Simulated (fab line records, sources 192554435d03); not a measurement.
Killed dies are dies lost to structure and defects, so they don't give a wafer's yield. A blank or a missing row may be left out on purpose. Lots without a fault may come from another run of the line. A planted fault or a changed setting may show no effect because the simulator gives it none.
A struck lot beside a sound one | flow n5_finfet | 17 steps out of a route of 1938
Sound: wafers L578.1, L578.3, L578.4. Struck: wafers L581.1, L581.2, L581.3. The cause comes at the end.
At each step with rows: each side's tool, then ch and its chambers, then its first start. Under that, the readings that differ: sound wafers | struck wafers | difference of the means | sigmas: that difference in standard deviations of wafers without a fault.
alike: readings whose means differ by less than 2 such deviations, and words and numbers that are the same on both sides. not compared: withheld readings, readings that some wafer has no value for, bounds like >300 that may hide the same value, and numbers for which the record gives no deviation and whose values overlap.
The two part at a step that has a row with sigmas, a row that says differs or no value, or rows on one side only. Numbers that don't overlap but have no deviation are shown without sigmas and don't part them. A reading that every wafer of one side lacks parts them only if that side has two wafers or more.

first, 1 step without rows for these wafers: N5_BEOL_M2_ANNEAL_95 (time 240 s).
N5_BEOL_M2_SPUTTER_96: material Cu, target thk 4.5 nm, time 8.29 s.
  sound on pvd_sputter-01, day 7 03:45; struck on pvd_sputter-01, day 8 05:08
  alike: substrate_temp_c, susceptor_temp_C, throttle_valve_pct
then, 1 step without rows for these wafers: N5_BEOL_M2_ECD_50 (material Cu, target thk 300 nm).
N5_BEOL_M2_ANNEAL_51: time 90 s.
  sound on rtp_anneal-02 ch 0, day 7 03:56; struck on rtp_anneal-02 ch 0, day 8 05:20
  alike: wafer_temp_C_max
then, 1 step without rows for these wafers: N5_BEOL_M2_CMP_52 (polishes, stops on SiOC, t overpolish 6.8 s, target thk 40 nm).
N5_BEOL_M2_THK_MEAS_53: measures by xrf.
  sound on film_metro-01, day 7 04:32; struck on film_metro-02, day 8 05:57
  alike: M2_THK
N5_BEOL_M2_PRE_CLEAN_60: time 15 s.
  sound on cvd_co-02 ch 0,1,2, day 7 04:35; struck on cvd_co-01 ch 0,1,2, day 8 06:02
  alike: heater_power_w
  not compared: susceptor_temp_C
N5_BEOL_M2_CO_CAP_55: material Co, precursor CCTBA/H2, target thk 2 nm, time 102.1 s.
  sound on cvd_co-02 ch 0,1,2, day 7 04:38; struck on cvd_co-01 ch 0,1,2, day 8 06:04
  alike: heater_power_w, susceptor_temp_C
then, 1 step without rows for these wafers: N5_BEOL_M2_PRE_CLEAN_56 (time 15 s).
N5_BEOL_M2_DEP_57: deposits SiCN from 3MS/NH3, target thk 8 nm, time 14 s.
  sound on pecvd-02 ch 1,2, day 7 04:44; struck on pecvd-02 ch 0,1,2, day 8 06:11
  alike: showerhead_plenum_p_Torr, throttle_valve_pct
N5_BEOL_M2_RS_MEAS_58: measures by four-point-probe.
  sound on film_metro-02, day 7 04:49; struck on film_metro-02, day 8 06:15
  reading        | sound          | struck         | difference | sigmas
  M2_RS (ohm/sq) | 0.73 0.75 0.68 | 0.65 0.63 0.58 | -0.10      | -2
N5_BEOL_M2_INSPECT_59: inspects for defects (darkfield).
  sound on defect_inspect-01, day 7 04:51; struck on defect_inspect-01, day 8 06:17
  alike: raw_defect_count
N5_BEOL_M3_ILD_DEP_00: deposits SiOC from DEMS/O2, target thk 79 nm, time 15.3 s.
  sound on pecvd-04 ch 0,1,2, day 7 04:53; struck on pecvd-04 ch 0,1,2, day 8 06:19
  alike: heater_power_w, showerhead_plenum_p_Torr, susceptor_temp_C, throttle_valve_pct
N5_BEOL_M3_THK_MEAS_01:
  sound on film_metro-02, day 7 04:57; struck on film_metro-01, day 8 06:23
  reading         | sound          | struck         | difference | sigmas
  M3_ILD_THK (nm) | 78.0 76.4 78.6 | 59.2 61.3 62.4 | -16.7      | -13
then, 1 step without rows for these wafers: N5_BEOL_M3_PECVD_72 (deposits SiO2 from TEOS/O2, target thk 16 nm, time 18 s).
N5_BEOL_M4_RC_MEAS_101:
  sound on prober-02 ch 0, day 8 09:41; struck on prober-02 ch 0, day 9 05:28
  alike: DIBL_N, DIBL_P, IOFF_N, IOFF_P, ION_N, ION_P, SS_N, SS_P, VT_N, VT_P
-- the record jumps here: 4 days lie between the struck wafers' starts before and after (it left off in module BEOL_M4 and takes up again in module PASSIVATION, whose first step shown is number 1936 of the route) --
N5_PASSIVATION_PROBE_49:
  the record has rows for the struck wafers here (prober-01, day 13 13:20) and none for the sound ones

WHERE THEY PART
First at N5_BEOL_M2_RS_MEAS_58; last, within this record, at N5_PASSIVATION_PROBE_49.

WHY: what the simulator had put in
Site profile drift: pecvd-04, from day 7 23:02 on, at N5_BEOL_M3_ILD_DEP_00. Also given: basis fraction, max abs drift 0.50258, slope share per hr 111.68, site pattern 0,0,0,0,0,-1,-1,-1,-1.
